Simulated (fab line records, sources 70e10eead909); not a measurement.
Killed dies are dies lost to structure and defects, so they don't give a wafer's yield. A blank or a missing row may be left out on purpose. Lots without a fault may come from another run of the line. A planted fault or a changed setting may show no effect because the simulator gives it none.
fab line records | flow nand_harc
record lots=7 wafers=21 last_day=32
route steps=1302 shown P_START@1 P_ZERO_WELL@2 END@1302
lots that met no fault: from a run of the same line without faults
start_h: hours from the record's first day to the start of the lot's first wafer shown | wait_h: hours since the lot's step before | " the same as in the row above | L1.1+2: a row that stands for several wafers | - no value, or no start given | * or withheld: withheld | < > ~ a bound
route shown NAME@n: a module of which the file shows steps, and the number in the route of the first | usual: mean/standard deviation of fault-free wafers | same: alike in all rows | chamber/n: place in a boat | sites: the reading at each site | _std_site: their standard deviation | _edge_site: outer sites' mean less inner sites' | radius_mm: how far each site lies from the wafer's centre | mask NAME#n: copy n | behind: the tool/chamber that last shaped the wafer | hold: why the lot was held/for how many hours/how that ended | device: the transistor (n, p or np) that didn't switch | end of line: the same wafers' tests at the end of the route | a step without rows: its recipe alone | killed: dies lost to structure and defects at the first sort, not the wafer's yield | map: a wafer's dies, x killed, . not, _ none there
set.NAME: the setting as run; set.NAME@STEP: as run at that earlier step | model.NAME: the simulator's own value behind a step, which no gauge read
lots at some steps of the route; a table a step, a row a wafer
services: from which hour (start_h, from the record's first day; less than 0 if before it) a tool's chamber was out of use, for how many hours, and why
## steps
# step NHARC_P_START_INSPECT_01
# usual raw_defect_count=3.7/1.9
# columns lot.wafer tool chamber start_h wait_h raw_defect_count
L616.1 defect_inspect-01 - 30.04 - 0
L616.3 " - " " 3
L616.5 " - " " 2
L617.1 defect_inspect-02 - 40.04 - 3
L617.4 " - " " 3
L617.5 " - " " 4
L626.1 defect_inspect-02 - 130.04 - 5
L626.2 " - " " 4
L626.5 " - " " 3
L631.2 defect_inspect-02 - 180.04 - 4
L631.5 " - " " 7
L631.6 " - " " 4
L632.1 defect_inspect-02 - 190.03 - 3
L632.4 " - " " 4
L632.6 " - " " 7
L634.2 defect_inspect-02 - 210.04 - 7
L634.4 " - " " 4
L634.6 " - " " 5
L636.1 defect_inspect-01 - 230.04 - 4
L636.3 " - " " 5
L636.6 " - " " 1
# step NHARC_P_ZERO_WELL_PRECLEAN_00
# recipe time_s=600 temp_c=120 chemistry=SPM
# step NHARC_P_ZERO_WELL_SRD_01
# step NHARC_P_ZERO_WELL_PECVD_02
# recipe target_thk_a=100 temp_c=400 pressure_torr=6.5 rf_w=withheld teos_flow_sccm=withheld flow_sccm=2650 target_thk_nm=10 gas=O2 material=SiO2
# step NHARC_P_ZERO_WELL_DEHYDRATE_03
# recipe temp_c=150 time_s=120
# step NHARC_P_ZERO_WELL_HMDS_04
# recipe time_s=30
# step NHARC_P_ZERO_WELL_COAT_64
# recipe temp_c=200 time_s=65
# step NHARC_P_ZERO_WELL_COAT_05
# recipe spin_rpm=2000 resist_thk_nm=600
# step NHARC_P_ZERO_WELL_SOFTBAKE_06
# recipe temp_c=125 time_s=70
# step NHARC_P_ZERO_WELL_EBR_07
# step NHARC_P_ZERO_WELL_EXPOSE_08
# recipe na=0.55 target_cd_nm=500 dose_mj=33.8 mask_id=P_ZERO
# usual exposure_dose_mJ_cm2=33.80/0.031 stage_vel_mm_s=500.00/0.26
# columns lot.wafer tool chamber start_h wait_h mask exposure_dose_mJ_cm2 stage_vel_mm_s
L616.1 krf_scanner-04 0 31.08 - P_ZERO#0 33.84 500.11
L616.3 " 0 " " P_ZERO#0 33.81 499.84
L616.5 " 0 " " P_ZERO#0 33.83 500.07
L617.1 krf_scanner-03 0 41.09 - P_ZERO#0 33.75 499.75
L617.4 " 0 " " P_ZERO#0 33.79 500.13
L617.5 " 0 " " P_ZERO#0 33.79 500.16
L626.1 krf_scanner-04 0 130.96 - P_ZERO#0 32.01 499.97
L626.2 " 0 " " P_ZERO#0 32.00 500.21
L626.5 " 0 " " P_ZERO#0 31.97 499.79
L631.2 krf_scanner-04 0 181.21 - P_ZERO#0 32.29 499.77
L631.5 " 0 " " P_ZERO#0 32.30 499.78
L631.6 " 0 " " P_ZERO#0 32.32 499.73
L632.1 krf_scanner-04 0 191.08 - P_ZERO#0 32.64 500.04
L632.4 " 0 " " P_ZERO#0 32.58 500.03
L632.6 " 0 " " P_ZERO#0 32.60 500.52
L634.2 krf_scanner-01 0 211.20 - P_ZERO#0 33.80 500.54
L634.4 " 0 " " P_ZERO#0 33.74 500.21
L634.6 " 0 " " P_ZERO#0 33.77 500.52
L636.1 krf_scanner-01 0 231.08 - P_ZERO#0 33.77 499.64
L636.3 " 0 " " P_ZERO#0 33.78 500.08
L636.6 " 0 " " P_ZERO#0 33.77 500.08
# step NHARC_P_ZERO_WELL_PEB_09
# recipe peb_temp_c=128 peb_time_s=80
# step NHARC_P_ZERO_WELL_DEVELOP_10
# recipe time_s=50 dev_temp_c=22
# step NHARC_P_ZERO_WELL_CD_MEAS_11
# recipe target_cd_nm=500 landing_energy_ev=500
# usual cd_nm=499.2/1.8
# same landing_energy_ev=500
# columns lot.wafer tool chamber start_h wait_h cd_nm
L616.1 cd_sem-02 0 31.24 - 498.4
L616.3 " 0 " " 494.7
L616.5 " 0 " " 498.7
L617.1 cd_sem-01 0 41.24 - 500.3
L617.4 " 0 " " 496.5
L617.5 " 0 " " 499.7
L626.1 cd_sem-03 0 131.11 - 488.1
L626.2 " 0 " " 490.9
L626.5 " 0 " " 489.7
L631.2 cd_sem-02 0 181.35 - 493.4
L631.5 " 0 " " 491.3
L631.6 " 0 " " 489.4
L632.1 cd_sem-01 0 191.23 - 492.4
L632.4 " 0 " " 492.2
L632.6 " 0 " " 492.0
L634.2 cd_sem-02 0 211.35 - 500.2
L634.4 " 0 " " 496.5
L634.6 " 0 " " 500.4
L636.1 cd_sem-02 0 231.23 - 498.5
L636.3 " 0 " " 499.7
L636.6 " 0 " " 498.1
# step NHARC_P_ZERO_WELL_HARDBAKE_12
# recipe temp_c=118 time_s=65
# step NHARC_END_SORT_01
# recipe temp_c=25
# usual killed_at_array=55/23 killed_at_other=1.0/1.2 killed_at_periphery=3.2/2.7 killed_dies=59/23 killed_open=3.1/1.6 killed_short=2.2/1.5
# same gross_dies=677
# columns lot.wafer tool chamber start_h wait_h killed_at_array killed_at_other killed_at_periphery killed_dies killed_open killed_short
L632.1 prober-02 0 744.29 2.5 52 0 5 57 3 3
L632.4 prober-02 0 746.67 3.4 55 1 10 66 5 5
L632.6 prober-02 0 748.26 4.0 44 0 7 51 2 2
# killed by level:class
L632.1 A_SLIT:chamber_film_flake=31 A_CHANNEL_HOLE_D1:chamber_film_flake=9 P_BONDPAD:chamber_film_flake=2 A_STAIRCASE:chamber_film_flake=2 A_BONDPAD:chamber_film_flake=2 P_GATE:geometric_particle:open=1 P_M0:geometric_particle:short=1 A_ONON_D1:geometric_particle:short=1
L632.4 A_SLIT:chamber_film_flake=35 P_GATE:chamber_film_flake=4 P_BONDPAD:chamber_film_flake=3 A_CHANNEL_HOLE_D1:chamber_film_flake=3 A_STAIRCASE:chamber_film_flake=3 P_M1:chamber_film_flake=2 P_GATE:geometric_particle:open=1 A_CHANNEL_FILL_D1:geometric_particle:open=1
L632.6 A_SLIT:chamber_film_flake=29 A_CHANNEL_HOLE_D1:chamber_film_flake=5 P_M1:chamber_film_flake=4 A_DECK1_JOINT:chamber_film_flake=2 A_ONON_D1:geometric_particle:short=1 A_CHANNEL_HOLE_D2:geometric_particle:open=1 A_CHANNEL_FILL_D2:geometric_particle:open=1 A_WL_FILL:geometric_particle:short=1
## services
# columns tool chamber start_h hours kind
krf_scanner-04 - 10.00 4.0 pm
krf_scanner-03 - 52.01 4.0 pm
krf_scanner-03 - 60.23 0.6 repair
krf_scanner-04 - 121.51 2.1 repair
krf_scanner-01 - 130.02 2.0 repair
krf_scanner-01 - 140.00 4.0 pm
krf_scanner-04 - 149.23 8.2 repair
krf_scanner-04 - 179.29 1.4 repair
krf_scanner-04 - 182.00 4.0 pm
krf_scanner-03 - 186.09 0.4 repair
krf_scanner-04 - 196.10 0.2 repair
krf_scanner-04 - 200.71 1.2 repair
krf_scanner-01 - 205.93 0.3 repair
krf_scanner-03 - 208.50 0.1 repair
krf_scanner-03 - 224.01 4.0 pm
## key
first_sign step=NHARC_P_ZERO_WELL_EXPOSE_08 reading=exposure_dose_mJ_cm2 direction=down sigmas=48 usual=33.80 struck=32.30
effect step=NHARC_P_ZERO_WELL_CD_MEAS_11 reading=cd_nm direction=down sigmas=4.6 usual=499.2 struck=491.0 through=control_loop
met_at NHARC_P_ZERO_WELL_EXPOSE_08
struck_wafers L626.1,L626.2,L626.5,L631.2,L631.5,L631.6,L632.1,L632.4,L632.6
tester_left_out L626,L631,L632
loop_trim step=NHARC_P_ZERO_WELL_EXPOSE_08 setting=dose lots=L631,L632
onset_between 31.08 130.96
fault kind=process_parameter_drift tool=krf_scanner-04 chamber=- onset_h=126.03 steps=NHARC_P_ZERO_WELL_EXPOSE_08 channel=dose_mj offset=-1.874 shape=step acts_in=these_recipes_only stated=33.8
# tester_left_out: of these lots the tester's yield and bins aren't shown, on N5 and GAA mostly nor the transistor test; their killed dies are dies lost to structure and defects alone, not to doping, threshold or leakage, so they don't give the yield
# loop_trim: a control loop set the setting to another value than it would have without faults
